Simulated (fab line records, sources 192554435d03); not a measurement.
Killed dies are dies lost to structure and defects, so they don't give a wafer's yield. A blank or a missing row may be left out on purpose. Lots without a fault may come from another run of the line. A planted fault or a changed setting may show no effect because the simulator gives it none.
Chamber matching | flow n5_finfet | N5_FIN_CUT_CUT_ETCH_28 on rie_si-03: 4 sister chambers
The step etches Si in HBr/Cl2/O2, target depth 6 nm, time 2.4 s. 4 wafers are shown with their chamber, then 12 later ones without.

WAFERS WITH THEIR CHAMBER
wafer  | chamber | throttle_valve_pct (%)
L088.1 | 2       | 36.98
L092.1 | 1       | 37.18
L092.2 | 0       | 37.56
L092.6 | 3       | 37.18

WAFERS WITHOUT THEIR CHAMBER
wafer  | throttle_valve_pct (%)
L093.1 | 37.16
L093.4 | 36.99
L093.6 | 36.99
L094.1 | 37.54
L094.2 | 37.00
L094.5 | 37.17
L095.2 | 36.97
L095.5 | 37.54
L095.6 | 37.17
L096.2 | 36.98
L096.4 | 37.19
L096.5 | 37.18

WHICH CHAMBER EACH WENT THROUGH
wafer  | from the rows above     | in truth
L093.1 | can't be placed: 1 or 3 | 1
L093.4 | 2                       | 2
L093.6 | 2                       | 2
L094.1 | 0                       | 0
L094.2 | 2                       | 2
L094.5 | can't be placed: 1 or 3 | 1
L095.2 | 2                       | 2
L095.5 | 0                       | 0
L095.6 | can't be placed: 1 or 3 | 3
L096.2 | 2                       | 2
L096.4 | can't be placed: 1 or 3 | 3
L096.5 | can't be placed: 1 or 3 | 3
Placed correctly: 7 of 12. Can't be placed from these rows: 5 (the true chamber is among the candidates in 5). Placed wrongly: 0.
How it was worked out, from the rows above alone: a wafer's distance from a chamber is the root of the sum, over the readings, of the square of ((its reading less the chamber's mean) divided by the reading's scatter). The wafer belongs to the nearest chamber; if the next one is less than 2 further off, it can't be placed. A chamber's mean is the mean of its shown wafers. The scatter: with one shown wafer a chamber, the root of the mean of the squares of how far each hidden wafer lies from its nearest shown one.
